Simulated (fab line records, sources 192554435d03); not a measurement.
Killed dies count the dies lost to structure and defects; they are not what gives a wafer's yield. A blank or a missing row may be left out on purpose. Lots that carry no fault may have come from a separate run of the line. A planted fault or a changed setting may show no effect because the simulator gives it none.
Chamber matching | flow n5Finfet | N5_BEOL_M5_CURE_79 on uvCure-02 has 3 sister chambers
The step cures SiCOH lowk, time 240 s. 3 wafers are shown with their chamber, then 11 later ones without.

== WAFERS PAIRED WITH THEIR CHAMBERS ==
wafer  | chamber | wafer_temp_C_max
L083.4 | 2       | 386.1
L087.5 | 1       | 386.1
L089.1 | 0       | 386.2

== WAFERS MISSING THEIR CHAMBER ==
wafer  | wafer_temp_C_max
L089.5 | 386.2
L089.6 | 386.0
L091.2 | 387.2
L091.3 | 386.8
L091.6 | 387.0
L090.1 | 385.7
L090.2 | 386.2
L090.5 | 385.8
L097.1 | 386.3
L097.4 | 386.1
L097.6 | 385.7

== CHAMBER TAKEN BY EACH ==
wafer  | from the rows above          | in truth
L089.5 | can't be placed: 0 or 1 or 2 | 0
L089.6 | can't be placed: 1 or 2 or 0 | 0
L091.2 | can't be placed: 0 or 1 or 2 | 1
L091.3 | can't be placed: 0 or 1 or 2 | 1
L091.6 | can't be placed: 0 or 1 or 2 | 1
L090.1 | can't be placed: 1 or 2 or 0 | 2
L090.2 | can't be placed: 0 or 1 or 2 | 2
L090.5 | can't be placed: 1 or 2 or 0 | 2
L097.1 | can't be placed: 0 or 1 or 2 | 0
L097.4 | can't be placed: 1 or 2 or 0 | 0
L097.6 | can't be placed: 1 or 2 or 0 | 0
Correctly placed: 0 of 11. Unplaceable from these rows: 11, with the true chamber sitting among the candidates in 11. Number placed wrongly: 0.
How it was worked out, from the rows above alone: a wafer's distance from a chamber is the root of the sum, over the readings, of the square of ((its reading less the chamber's mean) divided by the reading's scatter). The wafer belongs to the nearest chamber; if the next one is less than 2 further off, it can't be placed. A chamber's mean is the mean of its shown wafers. The scatter: root of mean squared gap, hidden wafer to nearest shown wafer, with one shown wafer a chamber.
